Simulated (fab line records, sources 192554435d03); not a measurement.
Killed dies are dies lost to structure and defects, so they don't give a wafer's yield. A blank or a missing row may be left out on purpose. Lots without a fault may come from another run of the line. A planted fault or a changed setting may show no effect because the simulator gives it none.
Chamber matching | flow n5_finfet | N5_BEOL_M3_STRIP_19 on rie_diel-02: 4 sister chambers
The step strips in O2. 16 wafers are shown with their chamber, then 8 later ones without.

WAFERS WITH THEIR CHAMBER
wafer  | chamber | drypump_motor_current_A (A) | showerhead_plenum_p_Torr (Torr) | oes_product_au (a.u.)
L079.2 | 2       | 6.3                         | 2.16                            | 0.86
L079.3 | 3       | 5.5                         | 2.24                            | 0.89
L079.4 | 1       | 6.4                         | 2.09                            | 0.72
L081.3 | 2       | 6.4                         | 2.16                            | 0.87
L081.5 | 2       | 6.3                         | 2.16                            | 0.87
L081.6 | 3       | 5.5                         | 2.24                            | 0.89
L082.1 | 2       | 6.4                         | 2.16                            | 0.86
L082.3 | 0       | 6.3                         | 2.08                            | 0.71
L082.5 | 0       | 6.3                         | 2.08                            | 0.71
L085.1 | 3       | 5.5                         | 2.24                            | 0.88
L085.3 | 0       | 6.3                         | 2.08                            | 0.70
L085.6 | 2       | 6.4                         | 2.15                            | 0.86
L095.3 | 0       | 6.3                         | 2.07                            | 0.69
L095.5 | 1       | 6.4                         | 2.08                            | 0.71
L095.6 | 0       | 6.3                         | 2.07                            | 0.68
L091.3 | 2       | 6.4                         | 2.15                            | 0.83

SIGNATURES (means of the wafers above)
reading                  | chamber 0 | chamber 1 | chamber 2 | chamber 3 | scatter within a chamber
drypump_motor_current_A  | 6.300     | 6.400     | 6.367     | 5.500     | 0.0333
showerhead_plenum_p_Torr | 2.0760    | 2.0850    | 2.1567    | 2.2400    | 0.00503
oes_product_au           | 0.6980    | 0.7150    | 0.8583    | 0.8867    | 0.0125
Rule: a wafer's distance from a chamber is the root of the sum, over the readings, of the square of ((its reading less the chamber's mean) divided by the reading's scatter). The wafer belongs to the nearest chamber; if the next one is less than 2 further off, it can't be placed. The scatter: the root of (the sum of the squares of (reading less its chamber's mean) over the shown wafers, divided by (wafers less chambers)).

WAFERS WITHOUT THEIR CHAMBER
wafer  | drypump_motor_current_A (A) | showerhead_plenum_p_Torr (Torr) | oes_product_au (a.u.)
L091.5 | 6.3                         | 2.07                            | 0.69
L091.6 | 6.4                         | 2.08                            | 0.70
L093.3 | 6.3                         | 2.07                            | 0.69
L093.4 | 5.6                         | 2.23                            | 0.85
L093.6 | 6.3                         | 2.07                            | 0.68
L094.1 | 6.3                         | 2.15                            | 0.82
L094.4 | 5.5                         | 2.23                            | 0.85
L094.5 | 5.5                         | 2.23                            | 0.84

WHICH CHAMBER EACH WENT THROUGH
wafer  | from the rows above     | in truth
L091.5 | 0                       | 0
L091.6 | can't be placed: 1 or 0 | 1
L093.3 | 0                       | 0
L093.4 | 3                       | 3
L093.6 | 0                       | 0
L094.1 | 2                       | 2
L094.4 | 3                       | 3
L094.5 | 3                       | 3
Placed correctly: 7 of 8. Can't be placed from these rows: 1 (the true chamber is among the candidates in 1). Placed wrongly: 0.
